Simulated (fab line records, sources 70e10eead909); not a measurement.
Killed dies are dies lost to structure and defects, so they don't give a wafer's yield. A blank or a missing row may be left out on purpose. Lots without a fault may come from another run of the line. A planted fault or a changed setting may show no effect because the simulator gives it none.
Which tool did it? | flow nand_harc | 6 lots, 18 wafers sampled, at 5 steps of a route of 1302

WHAT THE GAUGES READ, wafer by wafer
NHARC_END_SORT_01.
lot  | measured     | on        | killed_at_array
L112 | day 25 21:37 | prober-02 | 674 675 675

WHICH TOOL RAN EACH LOT (tool, then ch and the chambers of the sampled wafers, then the start)
lot  | NHARC_A_CHANNEL_HOLE_D2_ETCH_22  | NHARC_A_CHANNEL_HOLE_D2_ETCH_23  | NHARC_A_CHANNEL_FILL_D2_ALD_03                 | NHARC_A_CHANNEL_FILL_D2_CVD_18
L112 | har_etch-01 ch 0,1, day 15 02:20 | har_etch-01 ch 0,1, day 15 02:55 | ald_sin_batch-03 ch 0, day 16 05:37 or earlier | lpcvd_poly-01, day 16 05:37
L121 | har_etch-01 ch 0,1, day 18 03:48 | har_etch-01 ch 0,1, day 18 04:24 | ald_sin_batch-03 ch 0, day 19 06:38 or earlier | lpcvd_poly-04 ch 0, day 19 06:38
L123 | har_etch-02 ch 0,1, day 19 00:47 | har_etch-02 ch 0,1, day 19 01:22 | ald_sin_batch-02 ch 0, day 20 04:04 or earlier | lpcvd_poly-04 ch 0, day 20 04:04
L125 | har_etch-02 ch 0,1, day 20 08:38 | har_etch-02 ch 0,1, day 20 09:14 | ald_sin_batch-01 ch 0, day 21 10:40 or earlier | lpcvd_poly-04 ch 0, day 21 10:40
L128 | har_etch-01 ch 0,1, day 21 22:11 | har_etch-01 ch 0,1, day 21 22:46 | ald_sin_batch-02 ch 0, day 23 02:00 or earlier | lpcvd_poly-04 ch 0, day 23 02:00
L130 | har_etch-01 ch 0,1, day 22 07:24 | har_etch-01 ch 0,1, day 22 07:58 | ald_sin_batch-03 ch 0, day 23 11:25 or earlier | lpcvd_poly-04 ch 0, day 23 11:25
- NHARC_A_CHANNEL_HOLE_D2_ETCH_22: etches the open film in C4F8/O2/Ar, time 666.7 s, target depth 1600 nm.
- NHARC_A_CHANNEL_HOLE_D2_ETCH_23: etches the open film in C4F8/O2/Ar, time 819 s, target depth 1600 nm.
- NHARC_A_CHANNEL_FILL_D2_ALD_03: deposits SiNx, target thk 6 nm, pulse time 60 s, ald cycles 58.
- NHARC_A_CHANNEL_FILL_D2_CVD_18: deposits poly-Si, target thk 3 nm.

THE ANSWER, worked out from the rows above alone
Rule: what is usual is taken from the lots themselves. Put in order of their means at a reading, lots are off if they are a third of the lots or fewer, leave a main group of 4 or more, and stand apart from it by a gap of 3 or more times the standard deviation of the main group's means; of several such gaps the widest counts. A main group whose means are all the same, to the digits that the tables above print for the reading, isn't used. A lot without any number at a reading at which 4 lots or more have one is off too. The other lots that the step has rows for count as sound.
No lot is off at any reading shown: from this, nothing can be told.

WHAT THE SIMULATOR HAD PUT IN
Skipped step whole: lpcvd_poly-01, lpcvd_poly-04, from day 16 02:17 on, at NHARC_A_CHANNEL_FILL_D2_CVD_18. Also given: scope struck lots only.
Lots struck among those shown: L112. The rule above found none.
